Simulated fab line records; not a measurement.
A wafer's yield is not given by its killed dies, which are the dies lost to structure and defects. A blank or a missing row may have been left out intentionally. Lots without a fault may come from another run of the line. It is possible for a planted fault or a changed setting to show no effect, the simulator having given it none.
Tool commonality check -- flow nandHarc -- Lots sampled 2, wafers sampled 6

== REASON FOR OPENING ==
On 2 of the 2 lots, a flag is raised at NHARC_END_SORT_01 on the reading killedAtPeriphery. Fault-free wafers read 3.5, with a standard deviation of 2.2.
Rule: a lot is flagged in two cases, either no wafer of it has a number, or all its wafers with numbers fall more than 4 standard deviations from that mean. The rest of the lots are taken to be sound.

lot,measured,on,"killedAtPeriphery, wafer by wafer",flag
L842,day 31 13:04,prober-01,76 64 61,FLAGGED
L844,day 32 21:43,prober-02,54 66 75,FLAGGED
The mean of the flagged lots' numbers is 66.0, +62.5 from the usual (+28 standard deviations).

== LOT BY LOT: THE TOOL USED ==
Before the reading, the record contains 3 process steps out of a 1302-step route. Read each cell as the tool, then ch plus the chambers that the sampled wafers visited, then the start.
lot,flag,NHARC_P_CONTACT_ALD_22,NHARC_THIN_TSV_CMP_01,NHARC_THIN_TSV_ETCHBACK_48
L842,FLAGGED,"aldMetal-02 ch 0,1, day 13 12:19","cmp-02 ch 1,2, day 30 20:37","rieDiel-02 ch 0,1,3, day 31 00:20"
L844,FLAGGED,"aldMetal-02 ch 0,2,3, day 14 10:58","cmp-02 ch 0,2, day 32 02:27","rieDiel-10 ch 0,2,3, day 32 05:57"
What these steps do:
- NHARC_P_CONTACT_ALD_22: deposits TiN, target thk 3 nm, pulse time 1 s, ald cycles 150.
- NHARC_THIN_TSV_CMP_01: polishes.
- NHARC_THIN_TSV_ETCHBACK_48: etches the open film in C4F8/Ar, target depth 1028.5 nm, time 405.17 s.
- NHARC_END_SORT_01

== FLAGGED OVER TOTAL, TOOL BY TOOL (the gauges that took the reading come last) ==
step,tool,lots run,flagged,share of the flagged lots,sound lots run after its first flagged lot
NHARC_P_CONTACT_ALD_22,aldMetal-02,2,2,all,0
NHARC_THIN_TSV_CMP_01,cmp-02,2,2,all,0
NHARC_THIN_TSV_ETCHBACK_48,rieDiel-02,1,1,some,0
NHARC_THIN_TSV_ETCHBACK_48,rieDiel-10,1,1,some,0
NHARC_END_SORT_01,prober-01,1,1,some,0
NHARC_END_SORT_01,prober-02,1,1,some,0

== WHAT THE TABLE ALLOWS ==
Every flagged lot went through 2 rows of the table: aldMetal-02 at NHARC_P_CONTACT_ALD_22 and cmp-02 at NHARC_THIN_TSV_CMP_01.
- aldMetal-02 at NHARC_P_CONTACT_ALD_22: 2 of its 2 lots flagged. It ran no sound lot before its first flagged lot in this sample, so the start can't be narrowed down.
- cmp-02 at NHARC_THIN_TSV_CMP_01: 2 of its 2 lots flagged. It ran no sound lot before its first flagged lot in this sample, so the start can't be narrowed down.
Because each of these 2 tools fits a fault that began at some hour, counting lots does not separate them. More lots, or a look at what each step does to the wafer, might.

== WHAT WAS PUT IN BY THE SIMULATOR ==
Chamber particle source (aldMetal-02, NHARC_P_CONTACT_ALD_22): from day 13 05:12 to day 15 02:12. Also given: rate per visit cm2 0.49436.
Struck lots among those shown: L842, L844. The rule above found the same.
